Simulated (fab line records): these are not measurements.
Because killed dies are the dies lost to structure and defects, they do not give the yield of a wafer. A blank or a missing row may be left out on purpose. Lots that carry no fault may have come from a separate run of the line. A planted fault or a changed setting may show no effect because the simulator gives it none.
Which tool did it? -- flow nand harc -- 10 lots with 30 wafers sampled at 6 steps, on a route of 1302 steps

== WHAT EACH GAUGE READ, for each wafer ==
NHARC_END_SORT_01. Usual: killed at array 55, standard deviation 20; killed at other 1.2, standard deviation 1.3; killed at periphery 4.0, standard deviation 3; killed dies 60, standard deviation 21; killed open 3.2, standard deviation 1.9; killed short 2.5, standard deviation 1.6.
lot,measured,on,killed at array,killed at other,killed at periphery,killed dies,killed open,killed short,flag
L251,day 27 06:42,prober-01,72 63 75,5 0 0,8 3 6,85 66 81,6 1 5,3 2 6,
L253,day 29 12:41,prober-02,30 21 24,2 2 2,5 3 9,37 26 35,3 3 4,5 1 2,
L258,day 31 17:44,prober-02,119 98 119,1 3 4,4 7 4,124 108 127,3 3 2,6 1 2,

== WHICH TOOL RAN EACH LOT (tool, then ch and the chambers of the sampled wafers, then the start) ==
lot,NHARC_A_WL_FILL_ETCHBACK_26,NHARC_A_CONTACT_DESCUM_47,NHARC_A_CONTACT_ETCH_49,NHARC_A_CONTACT_ETCH_50,NHARC_A_CONTACT_ETCH_112
L247,"rie si-01 ch 2,3, day 22 07:59","rie diel-04 ch 0,1,2, day 22 15:11","rie diel-04 ch 0,1,3, day 22 17:11 or earlier","rie diel-04 ch 1,2,3, day 22 17:11 or earlier","har cap etch-03 ch 0,1, day 22 17:11"
L246,"rie si-05 ch 0,1,2, day 22 08:01","rie diel-11 ch 2,3, day 22 15:01","rie diel-11 ch 1,2,3, day 22 17:02 or earlier","rie diel-11 ch 1,2,3, day 22 17:02 or earlier","har cap etch-02 ch 0,1, day 22 17:02"
L249,"rie si-05 ch 2,3, day 23 16:19","rie diel-13 ch 0,1,2, day 23 23:21","rie diel-13 ch 2,3, day 24 01:58 or earlier","rie diel-13 ch 2,3, day 24 01:58 or earlier","har cap etch-01 ch 0,1, day 24 01:58"
L251,"rie si-01 ch 1,3, day 24 05:15","rie diel-11 ch 0,2,3, day 24 13:28","rie diel-11 ch 0,1,2, day 24 15:29 or earlier","rie diel-11 ch 1,2,3, day 24 15:29 or earlier","har cap etch-02 ch 0, day 24 15:29"
L254,"rie si-05 ch 0,3, day 25 17:20","rie diel-11 ch 1,2, day 26 00:19","rie diel-11 ch 0,1, day 26 02:28 or earlier","rie diel-11 ch 0,2, day 26 02:28 or earlier","har cap etch-02 ch 0,1, day 26 02:28"
L253,"rie si-01 ch 0,1,3, day 25 23:27","rie diel-04 ch 0,2, day 26 08:47","rie diel-04 ch 1,3, day 26 10:53 or earlier","rie diel-04 ch 0,1, day 26 10:53 or earlier","har cap etch-02 ch 0,1, day 26 10:53"
L258,"rie si-01 ch 0,1, day 27 08:46","rie diel-11 ch 1,2,3, day 27 18:37","rie diel-11 ch 0,2, day 27 21:08 or earlier","rie diel-11 ch 0,1,3, day 27 21:08 or earlier","har cap etch-03 ch 1, day 27 21:08"
L260,"rie si-05 ch 1,2,3, day 27 14:34","rie diel-13 ch 0,3, day 28 00:37","rie diel-13 ch 0,3, day 28 00:52","rie diel-13 ch 0,3, day 28 01:26","har cap etch-01 ch 0,1, day 28 03:46"
L265,"rie si-03 ch 0,1,3, day 29 22:43","rie diel-04 ch 0,2, day 30 08:34","rie diel-04 ch 0,2,3, day 30 10:37 or earlier","rie diel-04 ch 0,2, day 30 10:37 or earlier","har cap etch-01 ch 1, day 30 10:37"
L266,"rie si-01 ch 1,3, day 30 13:26","rie diel-11 ch 0,1, day 30 20:41","rie diel-11 ch 2,3, day 30 22:47 or earlier","rie diel-11 ch 2,3, day 30 22:47 or earlier","har cap etch-03 ch 0,1, day 30 22:47"
- NHARC_A_WL_FILL_ETCHBACK_26: etches the open film in HBr, target depth 52 nm, time 13.3 s.
- NHARC_A_CONTACT_DESCUM_47: chemistry O2, time 3 s.
- NHARC_A_CONTACT_ETCH_49: etches the open film in N2/H2, target depth 260 nm, time 475.3 s.
- NHARC_A_CONTACT_ETCH_50: etches the open film in CF4/CHF3, target depth 121 nm, time 60.5 s.
- NHARC_A_CONTACT_ETCH_112: etches the open film in C4F8/O2/Ar, time 190 s, target depth 1850 nm.

== AS READ BY THE TOOLS THEMSELVES (means over the sampled wafers that have a number; for cases with no such wafer, the mark the record gives instead) ==
NHARC_A_WL_FILL_ETCHBACK_26. Usual: drypump motor current A 5.8 A, standard deviation 0.3; oes product au 1.003 a.u., standard deviation 0.011; throttle valve pct 23.266 %, standard deviation 0.0091.
lot,tool,drypump motor current A (A),oes product au (a.u.),throttle valve pct (%),flag
L247,rie si-01,6.0,1.011,23.268,
L246,rie si-05,5.6,0.997,23.280,
L249,rie si-05,5.7,0.991,23.273,
L251,rie si-01,5.8,1.004,23.263,
L254,rie si-05,5.4,0.994,23.259,
L253,rie si-01,5.7,1.003,23.270,
L258,rie si-01,5.9,0.998,23.268,
L260,rie si-05,5.6,1.002,23.269,
L265,rie si-03,5.9,1.008,23.274,
L266,rie si-01,5.9,0.989,23.269,

NHARC_A_CONTACT_DESCUM_47. Usual: drypump motor current A 5.7 A, standard deviation 0.45; oes product au 0.999 a.u., standard deviation 0.01; rf vpp V 57.8 V, standard deviation 0.84; showerhead plenum p Torr 1.94 Torr, standard deviation 0.087; throttle valve pct 11.311 %, standard deviation 0.01.
lot,tool,drypump motor current A (A),oes product au (a.u.),rf vpp V (V),showerhead plenum p Torr (Torr),throttle valve pct (%),flag
L247,rie diel-04,5.6,0.998,58.1,2.01,11.317,
L246,rie diel-11,5.3,1.002,57.8,1.98,11.302,
L249,rie diel-13,5.8,1.001,58.0,1.93,11.301,
L251,rie diel-11,5.5,1.005,57.7,1.99,11.332,
L254,rie diel-11,5.4,0.999,58.4,1.92,11.316,
L253,rie diel-04,6.0,1.004,57.6,2.02,11.302,
L258,rie diel-11,5.5,0.996,57.7,1.93,11.318,
L260,rie diel-13,6.3,0.984,57.2,1.78,11.315,
L265,rie diel-04,6.0,0.992,58.5,2.01,11.308,
L266,rie diel-11,5.9,0.996,57.6,1.96,11.313,

NHARC_A_CONTACT_ETCH_49. Usual: drypump motor current A 5.7 A, standard deviation 0.45; oes product au 0.997 a.u., standard deviation 0.0096; rf vpp V 431.3 V, standard deviation 2.6; showerhead plenum p Torr 2.06 Torr, standard deviation 0.096; throttle valve pct 14.171 %, standard deviation 0.0089.
lot,tool,drypump motor current A (A),oes product au (a.u.),rf vpp V (V),showerhead plenum p Torr (Torr),throttle valve pct (%),flag
L247,rie diel-04,5.7,0.999,432.6,2.07,14.164,
L246,rie diel-11,5.4,0.995,431.5,2.06,14.172,
L249,rie diel-13,6.4,0.992,428.0,1.94,14.180,
L251,rie diel-11,5.7,0.992,430.8,2.08,14.169,
L254,rie diel-11,5.9,1.001,432.4,2.10,14.174,
L253,rie diel-04,5.9,1.000,430.2,2.02,14.167,
L258,rie diel-11,5.7,0.995,432.3,2.14,14.177,
L260,rie diel-13,6.4,0.993,427.3,1.90,14.170,
L265,rie diel-04,6.2,0.997,431.1,2.07,14.164,
L266,rie diel-11,5.3,1.003,432.1,2.10,14.167,

NHARC_A_CONTACT_ETCH_50. Usual: drypump motor current A 5.7 A, standard deviation 0.43; oes product au 0.943 a.u., standard deviation 0.021; rf vpp V 371.4 V, standard deviation 2.4; showerhead plenum p Torr 1.60 Torr, standard deviation 0.069; throttle valve pct 16.801 %, standard deviation 0.0089.
lot,tool,drypump motor current A (A),oes product au (a.u.),rf vpp V (V),showerhead plenum p Torr (Torr),throttle valve pct (%),flag
L247,rie diel-04,5.7,0.935,372.7,1.62,16.798,
L246,rie diel-11,5.5,0.965,371.6,1.59,16.794,
L249,rie diel-13,6.4,0.968,367.7,1.50,16.801,
L251,rie diel-11,5.5,0.950,371.2,1.59,16.806,
L254,rie diel-11,5.5,0.926,372.2,1.63,16.801,
L253,rie diel-04,5.7,0.914,372.1,1.62,16.805,
L258,rie diel-11,5.7,0.971,372.3,1.60,16.799,
L260,rie diel-13,6.3,0.919,366.9,1.47,16.804,
L265,rie diel-04,6.1,0.920,372.4,1.62,16.798,
L266,rie diel-11,5.3,0.926,372.1,1.62,16.797,

NHARC_A_CONTACT_ETCH_112. Usual: oes air line au at 1.000 a.u., with a standard deviation of 0.02.
lot,tool,oes air line au (a.u.),flag
L247,har cap etch-03,1.016,
L246,har cap etch-02,1.027,
L249,har cap etch-01,0.990,
L251,har cap etch-02,1.000,
L254,har cap etch-02,1.004,
L253,har cap etch-02,1.008,
L258,har cap etch-03,0.984,
L260,har cap etch-01,1.013,
L265,har cap etch-01,1.007,
L266,har cap etch-03,1.010,

== THE ANSWER, worked out from the rows above alone ==
Rule: a lot is off if the mean of its wafers that have a number lies more than 3 standard deviations from the usual mean. A lot without any number at a reading at which 4 lots or more have one is off too. All remaining lots with rows at the step are treated as sound. First the gauges in route order, then the tools' own readings, where a lot's mean is used as printed above. The first step at which some lot is off is used, and at that step the reading that is off furthest; a lot without a number counts as furthest.
Nothing can be told from this: no lot is off at any reading shown.

== WHAT THE SIMULATOR HAD INSERTED ==
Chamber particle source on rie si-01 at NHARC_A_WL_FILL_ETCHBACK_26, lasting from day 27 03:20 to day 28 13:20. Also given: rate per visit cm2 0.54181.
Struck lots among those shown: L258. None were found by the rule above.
